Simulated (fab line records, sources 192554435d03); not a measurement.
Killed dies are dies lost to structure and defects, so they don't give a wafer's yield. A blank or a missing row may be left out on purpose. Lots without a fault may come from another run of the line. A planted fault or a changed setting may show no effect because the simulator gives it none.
A struck lot beside a sound one | flow n5_finfet | 38 steps out of a route of 1938
Sound: wafers L759.2, L759.3, L759.6. Struck: wafers L766.3, L766.5, L766.6. The cause comes at the end.
At each step with rows: each side's tool, then ch and its chambers, then its first start. Under that, the readings that differ: sound wafers | struck wafers | difference of the means | sigmas: that difference in standard deviations of wafers without a fault.
alike: readings whose means differ by less than 2 such deviations, and words and numbers that are the same on both sides. not compared: withheld readings, readings that some wafer has no value for, bounds like >300 that may hide the same value, and numbers for which the record gives no deviation and whose values overlap.
The two part at a step that has a row with sigmas, a row that says differs or no value, or rows on one side only. Numbers that don't overlap but have no deviation are shown without sigmas and don't part them. A reading that every wafer of one side lacks parts them only if that side has two wafers or more.

first, 9 steps without rows for these wafers: N5_BEOL_M13_SOFTBAKE_23 (time 60 s); N5_BEOL_M13_EXPOSE_25 (exposes mask M13, target cd 210 nm); N5_BEOL_M13_PEB_26 (peb time 90 s); N5_BEOL_M13_DEVELOP_27 (develop time 45 s); N5_BEOL_M13_HARDBAKE_32 (time 120 s); N5_BEOL_M13_DESCUM_33 (chemistry O2, time 7.9 s); N5_BEOL_M13_ETCH_67 (etches SiARC in CF4, target depth 143 nm, time 238.3 s); N5_BEOL_M13_ETCH_68 (etches SOC in N2/H2, time 355 s); N5_BEOL_M13_STRIP_69 (strips in N2/H2).
N5_BEOL_M13_TRENCH_ETCH_34: etches SiOC in C4F8/O2/Ar, target depth 413.47 nm, time 162.6 s.
  sound on rie_diel-05 ch 1,2,3, day 13 01:56; struck on rie_diel-01 ch 1,2,3, day 15 15:11
  reading                  | sound             | struck            | difference | sigmas
  model.etch.depth_nm (nm) | 398.9 406.7 419.7 | 390.9 375.7 376.7 | -27.3      |
  alike: drypump_motor_current_A, oes_product_au, rf_vpp_V, showerhead_plenum_p_Torr, throttle_valve_pct
  not compared: rf_hours_counter_h
then, 1 step without rows for these wafers: N5_BEOL_M13_STRIP_70 (strips in C4F8/O2/Ar).
N5_BEOL_M13_OCD_MEAS_35:
  sound on ocd-01, day 13 02:07; struck on ocd-01, day 15 15:22
  reading              | sound       | struck      | difference | sigmas
  trench_depth_nm (nm) | 399 407 420 | 391 376 377 | -27        | -4
then, 11 steps without rows for these wafers: N5_BEOL_M13_STRIP_37 (strips in N2/H2); N5_BEOL_M13_ETCH_38 (etches SiCN in CF4/N2, target depth 67.5 nm, time 71.9 s); N5_BEOL_M13_PRECLEAN_39 (cleans in residue remover, time 60 s); N5_BEOL_M13_SRD_40 (time 30 s, dry time 30 s); N5_BEOL_M13_DEGAS_41 (time 60 s); N5_BEOL_M13_PRE_CLEAN_42 (time 30 s); N5_BEOL_M13_SPUTTER_43 (material TaN, target thk 15 nm, time 24.19 s); N5_BEOL_M13_SPUTTER_44 (material Ta, target thk 10 nm, time 16.13 s); N5_BEOL_M13_SPUTTER_45 (material Cu, target thk 80 nm, time 13.33 s); N5_BEOL_M13_ECD_47 (material Cu, target thk 936 nm); N5_BEOL_M13_ANNEAL_48 (time 90 s).
N5_BEOL_M13_CMP_49: polishes, stops on SiOC, t overpolish 17.1 s, target thk 420 nm.
  sound on cmp-01 ch 1,2, day 13 05:09; struck on cmp-02 ch 1,2,3, day 15 18:46
  reading                                 | sound           | struck          | difference | sigmas
  barrier_field_endpoint_s (s)            | 29.6 28.9 30.6  | 31.3 30.7 31.0  | +1.3       | +2
  model.Cu_of_BEOL_M13_ECD_47.thk_nm (nm) | 406 413.2 426.4 | 398.6 384.2 384 | -26.3      |
  alike: motor_current_A, overpolish_run_s
N5_BEOL_M13_THK_MEAS_50: measures by xrf.
  sound on film_metro-01, day 13 05:26; struck on film_metro-01, day 15 18:59
  reading      | sound       | struck      | difference | sigmas
  M13_THK (nm) | 401 408 420 | 393 379 381 | -25        | -4
then, 2 steps without rows for these wafers: N5_BEOL_M13_PRE_CLEAN_52 (time 15 s); N5_BEOL_M13_DEP_53 (deposits SiCN from 3MS/NH3, target thk 50 nm, time 17.8 s).
N5_BEOL_M13_RS_MEAS_54: measures by four-point-probe.
  sound on film_metro-01, day 13 05:34; struck on film_metro-02, day 15 19:07
  reading         | sound                | struck               | difference | sigmas
  M13_RS (ohm/sq) | 0.0464 0.0456 0.0442 | 0.0475 0.0494 0.0493 | +0.0033    | +4
then, 9 steps without rows for these wafers: N5_BEOL_M14_ILD_DEP_00 (deposits SiO2 from TEOS/O2, target thk 1119.3 nm, time 237.4 s); N5_BEOL_M14_COAT_58 (time 60 s, resist thk 89 nm); N5_BEOL_M14_COAT_04 (resist thk 800 nm); N5_BEOL_M14_EBR_06; N5_BEOL_M14_SOFTBAKE_05 (time 60 s); N5_BEOL_M14_EXPOSE_07 (exposes mask V13); N5_BEOL_M14_PEB_08 (peb time 90 s); N5_BEOL_M14_DEVELOP_09 (develop time 45 s); N5_BEOL_M14_HARDBAKE_14 (time 120 s).
N5_BEOL_M15_RC_MEAS_101:
  sound on prober-01 ch 0, day 13 20:43; struck on prober-02 ch 0, day 16 12:28
  reading                    | sound                 | struck                | difference | sigmas
  COMB_M5 (S/m)              | 2.2e-11 3e-11 2.4e-11 | 5e-11 3.5e-11 4.4e-11 | +2e-11     | +2
  SERP_M13 (ohm/um)          | 0.313 0.309 0.297     | 0.317 0.334 0.339     | +0.024     | +4
  SERP_M13_max_site (ohm/um) | 0.315 0.312 0.300     | 0.320 0.336 0.342     | +0.024     | +4
  alike: COMB_M10, COMB_M11, COMB_M12, COMB_M13, COMB_M14, COMB_M15, COMB_M6, COMB_M6_max_site, COMB_M7, COMB_M8, COMB_M8_max_site, COMB_M9, COMB_M9_max_site, SERP_M10, SERP_M11, SERP_M12, SERP_M14, SERP_M5, SERP_M5_max_site, SERP_M6, SERP_M7, SERP_M8, SERP_M9

WHERE THEY PART
First at N5_BEOL_M13_OCD_MEAS_35; last, within this record, at N5_BEOL_M15_RC_MEAS_101.

WHY: what the simulator had put in
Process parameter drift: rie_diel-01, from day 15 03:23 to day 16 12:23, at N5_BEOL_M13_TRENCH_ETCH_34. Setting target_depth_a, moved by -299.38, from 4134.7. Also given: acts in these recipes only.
